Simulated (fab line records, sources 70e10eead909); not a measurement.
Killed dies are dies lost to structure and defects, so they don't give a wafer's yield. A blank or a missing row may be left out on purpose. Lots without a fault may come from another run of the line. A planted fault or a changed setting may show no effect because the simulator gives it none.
fab line records | flow nand_harc
record lots=14 wafers=42 last_day=25
route steps=1159 shown A_STAIRCASE@669 END@1159
lots that met no fault: from a run of the same line without faults
start_h: hours from the record's first day to the start of the lot's first wafer shown | wait_h: hours since the lot's step before | " the same as in the row above | L1.1+2: a row that stands for several wafers | - no value, or no start given | * or withheld: withheld | < > ~ a bound
route shown NAME@n: a module of which the file shows steps, and the number in the route of the first | usual: mean/standard deviation of fault-free wafers | same: alike in all rows | chamber/n: place in a boat | sites: the reading at each site | _std_site: their standard deviation | _edge_site: outer sites' mean less inner sites' | radius_mm: how far each site lies from the wafer's centre | mask NAME#n: copy n | behind: the tool/chamber that last shaped the wafer | hold: why the lot was held/for how many hours/how that ended | device: the transistor (n, p or np) that didn't switch | end of line: the same wafers' tests at the end of the route | a step without rows: its recipe alone | killed: dies lost to structure and defects at the first sort, not the wafer's yield | map: a wafer's dies, x killed, . not, _ none there
set.NAME: the setting as run; set.NAME@STEP: as run at that earlier step | model.NAME: the simulator's own value behind a step, which no gauge read
steps of the route over a sample of lots; a table a step, a row a wafer
services: from which hour (start_h, from the record's first day; less than 0 if before it) a tool's chamber was out of use, for how many hours, and why
## steps
# step NHARC_A_STAIRCASE_ETCH_294
# recipe target_depth_a=49920 time_s=1212.4 ion_energy_ev=800 c4f8_flow_sccm=80 o2_flow_sccm=60 ar_flow_sccm=withheld rf_w=600 bias_w=3000 chemistry=C4F8/O2/Ar
# usual bias_w=2999/8.5 oes_product_au=0.931/0.0096 rf_vpp_V=1823/12
# columns lot.wafer tool chamber start_h wait_h bias_w oes_product_au rf_hours_counter_h rf_vpp_V
L202.3 rie_diel-01 2 - - 3001 0.932 37 1813
L202.1 " 0 " " 3013 0.921 42 1823
L202.6 " 2 " " 3002 0.920 - 1813
L203.3 rie_diel-01 3 - - 3012 0.924 45 1828
L203.2 " 0 " " 3007 0.917 42 1825
L203.6 " 2 " " 2995 0.928 - 1813
L204.1 rie_diel-06 2 - - 3012 0.957 5 1832
L204.4 " 3 " " 2998 0.950 4 1809
L204.5 " 1 " " 2987 0.941 - 1840
L205.1 rie_diel-06 0 - - 3003 0.928 4 1833
L205.5 " 0 " " 3005 0.922 - 1833
L205.6 " 1 " " 2992 0.932 - 1839
L206.1 rie_diel-06 1 - - 3001 0.928 10 1838
L206.4 " 3 " " 2976 0.934 9 1808
L206.6 " 2 " " 2989 0.920 - 1832
L209.3 rie_diel-01 1 - - 3013 0.924 55 1812
L209.1 " 2 " " 2999 0.936 51 1814
L209.4 " 3 " " 2997 0.921 59 1827
L210.4 rie_diel-06 0 - - 2997 0.910 23 1830
L210.1 " 1 " " 3007 0.940 22 1839
L210.2 " 2 " " 3003 0.931 22 1831
L212.3 rie_diel-06 3 - - 2993 0.921 28 1808
L212.6 " 1 " " 3003 0.930 - 1837
L212.5 " 2 " " 3009 0.933 - 1831
L215.1 rie_diel-13 2 - - 3002 0.930 22 1845
L215.2 " 3 " " 3002 0.927 23 1809
L215.6 " 3 " " 2985 0.935 - 1807
L218.4 rie_diel-06 2 - - 2992 0.935 38 1832
L218.1 " 3 " " 2981 0.940 38 1808
L218.2 " 0 " " 2981 0.917 39 1832
L221.2 rie_diel-13 0 - - 2994 0.938 32 1830
L221.1 " 2 " " 2975 0.915 35 1845
L221.3 " 3 " " 2991 0.925 36 1808
L222.4 rie_diel-13 1 - - 2999 0.958 35 1812
L222.3 " 0 " " 3007 0.954 33 1830
L222.6 " 2 " " 3015 0.947 - 1845
L223.1 rie_diel-01 1 - - 3000 0.935 17 1810
L223.2 " 2 " " 2993 0.934 19 1813
L223.6 " 2 " " 3003 0.931 - 1810
L225.1 rie_diel-06 3 - - 3003 0.930 48 1807
L225.3 " 0 " " 3003 0.904 58 1831
L225.6 " 0 " " 2997 0.921 - 1830
# step NHARC_A_STAIRCASE_CVD_552
# recipe target_thk_a=400 temp_c=700 pressure_mtorr=300 material=SiNx
# columns lot.wafer tool chamber start_h wait_h
L202.1+3+6 lpcvd-01 0 271.20 -
L203.2+3+6 lpcvd-01 1 271.20 -
L204.1+4+5 lpcvd-02 1 283.75 -
L205.1+5+6 lpcvd-02 0 283.75 -
L206.1+4+6 lpcvd-01 0 296.36 -
L209.1+3+4 lpcvd-02 0 314.92 -
L210.1+2+4 lpcvd-02 0 337.59 -
L210.1+2+4 lpcvd-02 0 344.40 3.6
L212.3+5+6 lpcvd-02 0 341.15 4.8
L215.1+2+6 lpcvd-02 0 349.81 -
L215.1+2+6 lpcvd-01 0 354.48 1.4
L218.1+2+4 lpcvd-01 0 372.61 -
L218.1+2+4 lpcvd-01 0 378.08 0.7
L221.1+2+3 lpcvd-02 1 387.11 -
L222.3+4+6 lpcvd-02 1 387.11 -
L223.1+2+6 lpcvd-02 1 396.97 -
L225.1+3+6 lpcvd-02 1 416.04 -
# step NHARC_A_STAIRCASE_DEP_151
# recipe target_thk_a=38000 temp_c=400 target_thk_nm=3800 teos_flow_sccm=200 rf_w=500 material=SiO2
# usual heater_power_w=630/120
# columns lot.wafer tool chamber start_h wait_h heater_power_w
L203.3 pecvd-01 0 274.82 0.4 721
L203.2 " 2 " " 687
L203.6 " 0 " " 600
L202.1 pecvd-02 0 274.92 0.5 755
L202.3 " 1 " " 720
L202.6 " 0 " " 653
L204.1 pecvd-01 1 287.33 0.4 579
L204.5 " 1 " " 461
L204.4 " 0 " " 607
L205.1 pecvd-02 2 287.50 0.6 604
L205.6 " 0 " " 645
L205.5 " 1 " " 642
L206.1 pecvd-04 2 300.11 0.6 558
L206.6 " 0 " " 465
L206.4 " 2 " " 488
L209.3 pecvd-02 0 318.60 0.5 701
L209.1 " 1 " " 749
L209.4 " 2 " " 469
L212.3 pecvd-01 2 344.98 0.6 773
L212.6 " 1 " " 450
L212.5 " 0 " " 617
L210.1 pecvd-04 0 348.32 0.7 501
L210.2 " 1 " " 903
L210.4 " 1 " " 788
L215.1 pecvd-01 2 358.46 0.7 829
L215.2 " 0 " " 686
L215.6 " 1 " " 460
L218.2 pecvd-02 2 383.63 0.7 536
L218.1 " 1 " " 739
L218.4 " 2 " " 475
L221.2 pecvd-04 0 390.73 0.4 534
L221.1 " 1 " " 936
L221.3 " 2 " " 579
L222.3 pecvd-01 0 390.73 0.4 668
L222.4 " 0 " " 619
L222.6 " 1 " " 460
L223.1 pecvd-01 0 400.53 0.4 682
L223.2 " 2 " " 735
L223.6 " 2 " " 680
L225.1 pecvd-02 0 420.08 0.8 772
L225.3 " 1 " " 633
L225.6 " 2 " " 489
# step NHARC_A_STAIRCASE_DEP_322
# recipe target_thk_a=38000 temp_c=400 target_thk_nm=3800 teos_flow_sccm=200 rf_w=500 material=SiO2
# usual heater_power_w=630/130
# columns lot.wafer tool chamber start_h wait_h heater_power_w
L202.1 pecvd-02 0 282.30 0.1 786
L202.3 " 2 " " 611
L202.6 " 2 " " 489
L203.3 pecvd-01 0 282.30 0.1 759
L203.2 " 1 " " 510
L203.6 " 0 " " 612
L204.1 pecvd-01 2 295.21 0.1 775
L204.4 " 0 " " 610
L204.5 " 1 " " 463
L205.1 pecvd-04 1 295.31 0.2 870
L205.6 " 0 " " 468
L205.5 " 2 " " 507
L206.1 pecvd-02 0 307.85 0.2 682
L206.4 " 2 " " 479
L206.6 " 1 " " 636
L209.3 pecvd-04 0 330.39 0.1 551
L209.1 " 1 " " 987
L209.4 " 0 " " 474
L212.3 pecvd-01 0 350.00 0.1 662
L212.5 " 0 " " 617
L212.6 " 2 " " 663
L210.2 pecvd-02 0 353.04 0.2 708
L210.1 " 1 " " 752
L210.4 " 0 " " 636
L215.1 pecvd-04 1 363.33 0.8 873
L215.2 " 2 " " 603
L215.6 " 1 " " 775
L218.1 pecvd-01 1 388.77 0.3 528
L218.2 " 0 " " 686
L218.4 " 2 " " 699
L221.3 pecvd-04 2 399.31 0.1 627
L221.1 " 0 " " 568
L221.2 " 1 " " 940
L222.3 pecvd-01 0 399.40 0.2 638
L222.6 " 2 " " 683
L222.4 " 1 " " 455
L223.2 pecvd-02 1 408.79 0.5 763
L223.1 " 2 " " 578
L223.6 " 2 " " 469
L225.1 pecvd-04 1 429.31 0.1 893
L225.3 " 2 " " 590
L225.6 " 0 " " 457
# step NHARC_END_SORT_01
# recipe temp_c=25
# usual killed_at_array=26/11 killed_at_other=0.4/0.78 killed_at_periphery=3.4/2.4 killed_dies=29/11 killed_open=3.1/1.9 killed_short=1.9/1.4
# same gross_dies=677
# columns lot.wafer tool chamber start_h wait_h killed_at_array killed_at_other killed_at_periphery killed_dies killed_open killed_short
L210.1 prober-02 0 552.42 2.5 676 0 1 677 6 0
L210.2 prober-02 0 553.21 2.8 675 0 2 677 2 1
L210.4 prober-02 0 554.79 3.4 665 1 11 677 3 2
L215.1 prober-01 0 560.00 2.4 673 0 4 677 1 0
L215.2 prober-01 0 560.79 2.7 675 0 2 677 2 0
L215.6 prober-01 0 563.95 4.0 674 2 1 677 1 1
L218.1 prober-02 0 575.85 2.5 670 0 7 677 2 2
L218.2 prober-02 0 576.64 2.8 670 0 7 677 4 5
L218.4 prober-02 0 578.21 3.4 673 0 4 677 2 1
# killed by level:class
L210.1 A_STAIRCASE:area_cvd=633 A_CHANNEL_HOLE_D1:chamber_film_flake=22 A_SLIT:chamber_film_flake=9 A_STAIRCASE:chamber_film_flake=5 A_CONTACT:geometric_particle:open=3 A_CONTACT:chamber_film_flake=2 P_CONTACT:geometric_particle:open=1 A_CHANNEL_FILL_D1:geometric_particle:open=1
L210.2 A_STAIRCASE:area_cvd=649 A_CHANNEL_HOLE_D1:chamber_film_flake=14 A_SLIT:chamber_film_flake=4 A_CONTACT:chamber_film_flake=3 A_STAIRCASE:chamber_film_flake=2 P_CONTACT:geometric_particle:open=1 A_CHANNEL_FILL_D1:geometric_particle:short=1 A_SGD_CUT:geometric_particle:open=1
L210.4 A_STAIRCASE:area_cvd=620 A_CHANNEL_HOLE_D1:chamber_film_flake=20 A_SLIT:chamber_film_flake=15 P_ZERO_WELL:chamber_film_flake=6 A_STAIRCASE:chamber_film_flake=4 A_CONTACT:chamber_film_flake=3 P_GATE:chamber_film_flake=2 P_GATE:geometric_particle:short=1
L215.1 A_STAIRCASE:area_cvd=642 A_CHANNEL_HOLE_D1:chamber_film_flake=13 A_SLIT:chamber_film_flake=8 A_CONTACT:chamber_film_flake=6 P_ZERO_WELL:chamber_film_flake=2 P_GATE:chamber_film_flake=2 A_STAIRCASE:chamber_film_flake=2 A_M1:geometric_particle:open=1
L215.2 A_STAIRCASE:area_cvd=631 A_CHANNEL_HOLE_D1:chamber_film_flake=18 A_SLIT:chamber_film_flake=13 A_CONTACT:chamber_film_flake=7 A_SGD_CUT:chamber_film_flake=2 A_CHANNEL_HOLE_D1:geometric_particle:open=1 A_STAIRCASE:geometric_particle:open=1 P_ZERO_WELL:chamber_film_flake=1
L215.6 A_STAIRCASE:area_cvd=638 A_SLIT:chamber_film_flake=15 A_CHANNEL_HOLE_D1:chamber_film_flake=14 A_CONTACT:chamber_film_flake=5 HYBRID_BOND:chamber_film_flake=2 A_SGD_CUT:geometric_particle:open=1 A_WL_FILL:geometric_particle:short=1 P_ZERO_WELL:chamber_film_flake=1
L218.1 A_STAIRCASE:area_cvd=650 A_CONTACT:chamber_film_flake=9 A_SLIT:chamber_film_flake=4 P_GATE:chamber_film_flake=3 P_M2:chamber_film_flake=3 A_CHANNEL_FILL_D1:geometric_particle:short=2 A_CHANNEL_HOLE_D1:chamber_film_flake=2 P_GATE:geometric_particle:open=1
L218.2 A_STAIRCASE:area_cvd=630 A_SLIT:chamber_film_flake=18 A_CONTACT:chamber_film_flake=11 P_M2:chamber_film_flake=3 P_ZERO_WELL:chamber_film_flake=2 A_CHANNEL_HOLE_D1:chamber_film_flake=2 A_BLC:chamber_film_flake=2 P_GATE:geometric_particle:open=1
L218.4 A_STAIRCASE:area_cvd=633 A_SLIT:chamber_film_flake=20 A_CONTACT:chamber_film_flake=9 A_CHANNEL_HOLE_D1:chamber_film_flake=6 A_BLC:chamber_film_flake=3 P_CONTACT:geometric_particle:open=1 A_ONON_D1:geometric_particle:short=1 A_M0:geometric_particle:open=1
## services
# columns tool chamber start_h hours kind
pecvd-01 - 237.35 13.0 pm
pecvd-01 0 237.35 13.0 vent_cycle
pecvd-01 1 237.35 13.0 vent_cycle
pecvd-01 2 237.35 13.0 vent_cycle
rie_diel-06 - 241.27 9.0 pm
rie_diel-01 1 255.60 2.0 repair
lpcvd-01 - 256.58 2.3 repair
rie_diel-01 0 260.84 5.2 repair
pecvd-02 - 266.83 0.2 repair
rie_diel-13 - 276.08 9.0 pm
rie_diel-06 - 296.99 3.5 repair
pecvd-02 - 303.58 1.6 repair
rie_diel-01 1 308.71 14.6 repair
rie_diel-13 2 309.80 3.9 repair
pecvd-01 0 311.79 5.6 repair
rie_diel-01 - 315.40 9.0 pm
lpcvd-01 - 316.13 26.0 pm
rie_diel-01 1 333.90 6.0 repair
pecvd-02 - 334.28 13.0 pm
rie_diel-06 3 359.28 27.0 repair
pecvd-04 - 376.00 13.0 pm
pecvd-01 2 404.77 5.3 repair
rie_diel-06 - 418.27 9.0 pm
pecvd-01 - 418.35 13.0 pm
## key
first_sign step=NHARC_A_STAIRCASE_CVD_552 reading=visit direction=added
effect step=NHARC_END_SORT_01 reading=killed_at_array direction=up sigmas=61 usual=26 struck=672
more_kills_born_at NHARC_A_STAIRCASE_CVD_552@lpcvd-01=3824 NHARC_A_STAIRCASE_CVD_552@lpcvd-02=1902
met_at NHARC_A_STAIRCASE_CVD_552
struck_lots L210,L215,L218
later_rows_left_out L210.1,L210.2,L210.4,L215.1,L215.2,L215.6,L218.1,L218.2,L218.4
tester_left_out L210,L215,L218
not_acting_at NHARC_A_STAIRCASE_ETCH_294,NHARC_A_STAIRCASE_DEP_151,NHARC_A_STAIRCASE_DEP_322
fault kind=repeated_step_whole tool=lpcvd-01,lpcvd-02 chamber=- onset_h=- steps=NHARC_A_STAIRCASE_CVD_552 times=1 scope=struck_lots_only
# tester_left_out: of these lots the tester's yield and bins aren't shown, on N5 and GAA mostly nor the transistor test; their killed dies are dies lost to structure and defects alone, not to doping, threshold or leakage, so they don't give the yield
# later_rows_left_out: the simulator's readings of these wafers behind a module that went badly wrong aren't trusted and aren't shown, but for the sort
